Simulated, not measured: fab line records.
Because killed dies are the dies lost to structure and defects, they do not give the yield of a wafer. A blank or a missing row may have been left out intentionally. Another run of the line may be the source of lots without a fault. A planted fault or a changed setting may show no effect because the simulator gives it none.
Problem report, 8D (eight disciplines) form, completed by code | flow n5 finfet | the parts of the form that need people (team, actions taken, sign-off) are left out

1. THE ISSUE
Wafers free of any fault read 0.099 nA/um (standard deviation 0.015) for IOFF_P_LIN at N5_BEOL_M4_RC_MEAS_101, against a mean of 2.316 nA/um on 2 wafers of 2 lots. That is +99 or more standard deviations from the usual mean.
First observed at day 11 16:23: wafer L282.4, on prober-02. The record holds 27 wafers of 9 lots with a number at this step. Rule for "out" (also "out of limits"): further than 4 standard deviations from the usual mean. The other wafers with a number count as sound.

2. WHAT IT IS, AND WHAT IT ISN'T
question                    | is                                                                                                                                                                    | is not
which readings at this step | IOFF_P_LIN, IGATE_P, IOFF_N, IOFF_N_85C, IOFF_N_LIN, IOFF_N_LONG, IOFF_P, IOFF_P_85C, IOFF_P_LONG, ION_N, ION_P, VT_N, VT_N_LONG, VT_N_LVT, VT_P, VT_P_LONG, VT_P_LVT | DIBL_N, DIBL_P, SS_N, SS_P
which lots                  | L282, L285                                                                                                                                                            | L269, L270, L275, L276, L277, L278, L279
which wafers of those lots  | L282.4, L285.4                                                                                                                                                        | L282.1, L282.3, L285.3, L285.6
read on which gauges        | prober-02                                                                                                                                                             | prober-01
when                        | from day 11 16:23                                                                                                                                                     | up to then (23 sound wafers); but 2 sound wafers of L285 came after

3. WHAT RULES OUT EACH SUSPECT
Counting: any tool at a process step up to the reading remains a suspect provided it ran every lot that is out. Sound lots after the first of them don't rule it out here, since some wafers of a struck lot are sound.
- the gauge at N5_BEOL_M4_RC_MEAS_101: kept. All the wafers that are out were read on prober-02, and no step on other tools shows them out.
- thermal cvd si-02 at N5_HKMG_FIN_CVD_62 (deposits a-Si from Si2H6, target thk 3 nm, time 20.8 s): kept. It processed each lot that is out (first: L282, day 7 14:16); up to then, its last sound lot is L279 (day 6 18:13).
- cvd co-02 at N5_BEOL_M4_PRE_CLEAN_60 (time 15 s): kept. It processed each lot that is out (first: L282, day 11 16:07); up to then, its last sound lot is L279 (day 10 05:50).
- In thermal cvd si-02 at N5_HKMG_FIN_CVD_62, the wafers that are out were processed in chamber 1 and their sound lot-mates in chambers 0, 2.
Left after counting: thermal cvd si-02 at N5_HKMG_FIN_CVD_62, cvd co-02 at N5_BEOL_M4_PRE_CLEAN_60, prober-02 at N5_BEOL_M4_RC_MEAS_101.

4. THE CAUSE (what the simulator had put in)
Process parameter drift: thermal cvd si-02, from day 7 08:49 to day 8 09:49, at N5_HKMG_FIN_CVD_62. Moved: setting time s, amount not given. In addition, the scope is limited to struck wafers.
After counting, 3 suspects remain, this tool included.

5. THE EFFECT CHAIN, in route order
Each row: a reading where the mean over the struck wafers with a number is more than 3 standard deviations away from the usual. Readings are gone through only where the record gives a usual standard deviation; hours: the median, over the lots, of the time from a lot's start at the first step in this table giving one to that lot's start at this step; sigmas: the change measured in usual standard deviations.
hours | step                    | reading            | usual          | on struck wafers | change    | sigmas
0     | N5_BEOL_M4_RC_MEAS_101  | EOT_P              | 10.49          | 10.84            | +0.35     | +3.4
0     | N5_BEOL_M4_RC_MEAS_101  | IGATE_P            | 0.0036 nA/um   | 0.0008           | -0.0029   | -4.7
0     | N5_BEOL_M4_RC_MEAS_101  | IOFF_N             | 0.16 nA/um     | 0.00             | -0.16     | -4.6
0     | N5_BEOL_M4_RC_MEAS_101  | IOFF_N_85C         | 3.0 nA/um      | 0.0              | -3.0      | -5.4
0     | N5_BEOL_M4_RC_MEAS_101  | IOFF_N_LIN         | 0.072 nA/um    | 0.000            | -0.072    | -5.5
0     | N5_BEOL_M4_RC_MEAS_101  | IOFF_N_LONG        | 5.53e-05 nA/um | 3.02e-05         | -2.52e-05 | -11
0     | N5_BEOL_M4_RC_MEAS_101  | IOFF_P             | 0.21 nA/um     | 4.97             | +4.76     | +99 or more
0     | N5_BEOL_M4_RC_MEAS_101  | IOFF_P_85C         | 3.6 nA/um      | 51.5             | +47.9     | +80
0     | N5_BEOL_M4_RC_MEAS_101  | IOFF_P_LIN         | 0.099 nA/um    | 2.316            | +2.217    | +99 or more
0     | N5_BEOL_M4_RC_MEAS_101  | IOFF_P_LONG        | 0.000108 nA/um | 0.000726         | +0.000618 | +75
0     | N5_BEOL_M4_RC_MEAS_101  | ION_N              | 672 uA/um      | 254              | -418      | -38
0     | N5_BEOL_M4_RC_MEAS_101  | ION_P              | 461 uA/um      | 579              | +118      | +16
0     | N5_BEOL_M4_RC_MEAS_101  | VT_N               | 250 mV         | 448              | +198      | +56
0     | N5_BEOL_M4_RC_MEAS_101  | VT_N_LONG          | 275.0 mV       | 471.0            | +196.0    | +99 or more
0     | N5_BEOL_M4_RC_MEAS_101  | VT_N_LVT           | 99 mV          | 298              | +200      | +57
0     | N5_BEOL_M4_RC_MEAS_101  | VT_P               | -251 mV        | -163             | +88       | +26
0     | N5_BEOL_M4_RC_MEAS_101  | VT_P_LONG          | -274.9 mV      | -213.8           | +61.1     | +23
0     | N5_BEOL_M4_RC_MEAS_101  | VT_P_LVT           | -99 mV         | -12              | +86       | +28
97    | N5_PASSIVATION_PROBE_49 | sort_bin_4_leakage | 0.00 %         | 92.29            | +92.29    | +99 or more
97    | N5_PASSIVATION_PROBE_49 | sort n pass        | 1074           | 0                | -1074     | -63
97    | N5_PASSIVATION_PROBE_49 | sort yield pct     | 91.0 %         | 0.0              | -91.0     | -61
It contains these process steps:
- N5_PASSIVATION_PROBE_49

6. HOW IT WOULD HAVE BEEN CAUGHT EARLIER
The first out-of-limits reading at a measuring or inspecting step in this record came at day 11 16:23, 104 hours after the fault's start at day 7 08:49.
No tool reading at N5_HKMG_FIN_CVD_62 that has a usual standard deviation in the record was out on any struck wafer, so an alarm limit of 4 standard deviations on those readings would not have fired.
By day 11 16:23 the whole set of lots that are out, 2 in number, had already begun N5_HKMG_FIN_CVD_62 on thermal cvd si-02. Tool hold at that time: it would have spared none of them.
